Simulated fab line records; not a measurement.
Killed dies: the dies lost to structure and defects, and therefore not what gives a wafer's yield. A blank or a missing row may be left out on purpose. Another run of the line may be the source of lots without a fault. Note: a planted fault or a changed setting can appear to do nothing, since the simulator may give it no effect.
Matching of chambers | flow n5_finfet | N5_BEOL_M5_ETCH_68 on rie_diel-01: 4 sister chambers
The step etches SOC in N2/H2, target depth 80 nm, overetch 16 nm, time 120 s. 14 wafers are shown with their chamber, then 7 later ones without.

== WAFERS, EACH WITH ITS CHAMBER ==
wafer  | chamber | drypump_motor_current_A (A) | throttle_valve_pct (%) | showerhead_plenum_p_Torr (Torr)
L078.2 | 1       | 5.4                         | 17.27                  | 2.48
L078.3 | 2       | 5.3                         | 17.27                  | 2.45
L078.5 | 3       | 6.0                         | 17.69                  | 2.57
L080.1 | 1       | 5.4                         | 17.27                  | 2.48
L080.3 | 2       | 5.3                         | 17.30                  | 2.45
L080.5 | 3       | 6.0                         | 17.68                  | 2.57
L082.2 | 1       | 5.4                         | 17.25                  | 2.48
L082.3 | 0       | 5.5                         | 17.54                  | 2.46
L082.4 | 3       | 6.0                         | 17.71                  | 2.57
L087.2 | 1       | 5.4                         | 17.27                  | 2.47
L087.5 | 3       | 6.0                         | 17.71                  | 2.57
L087.6 | 2       | 5.3                         | 17.31                  | 2.44
L091.2 | 2       | 5.2                         | 17.31                  | 2.44
L091.3 | 3       | 6.0                         | 17.71                  | 2.56

SIGNATURES (means of the wafers above)
reading                  | chamber 0 | chamber 1 | chamber 2 | chamber 3 | scatter within a chamber
drypump_motor_current_A  | 5.500     | 5.400     | 5.275     | 6.000     | 0.0274
throttle_valve_pct       | 17.5400   | 17.2650   | 17.2975   | 17.7000   | 0.0147
showerhead_plenum_p_Torr | 2.4600    | 2.4775    | 2.4450    | 2.5680    | 0.00505
Rule: for a wafer and a chamber, the distance is found by dividing, reading by reading, the gap between the wafer's reading and the chamber's mean by the reading's scatter, squaring, summing and taking the root. If the next closest chamber is less than 2 further off than the closest, the wafer can't be placed; otherwise it belongs to the closest. The scatter: take each reading less its chamber's mean, square it, sum over the shown wafers, divide by the number of wafers less the number of chambers, and take the root.

== WAFERS MISSING THEIR CHAMBER ==
wafer  | drypump_motor_current_A (A) | throttle_valve_pct (%) | showerhead_plenum_p_Torr (Torr)
L091.5 | 5.5                         | 17.58                  | 2.46
L089.1 | 6.0                         | 17.71                  | 2.56
L089.4 | 5.3                         | 17.31                  | 2.44
L089.6 | 5.5                         | 17.29                  | 2.47
L090.3 | 5.2                         | 17.31                  | 2.44
L090.4 | 5.5                         | 17.58                  | 2.46
L090.6 | 5.3                         | 17.32                  | 2.44

== THE CHAMBER EACH PASSED THROUGH ==
wafer  | from the rows above | in truth
L091.5 | 0                   | 0
L089.1 | 3                   | 3
L089.4 | 2                   | 2
L089.6 | 1                   | 1
L090.3 | 2                   | 2
L090.4 | 0                   | 0
L090.6 | 2                   | 2
Correct placement for 7 of the 7. Not placeable from these rows: 0. 0 placed wrongly.
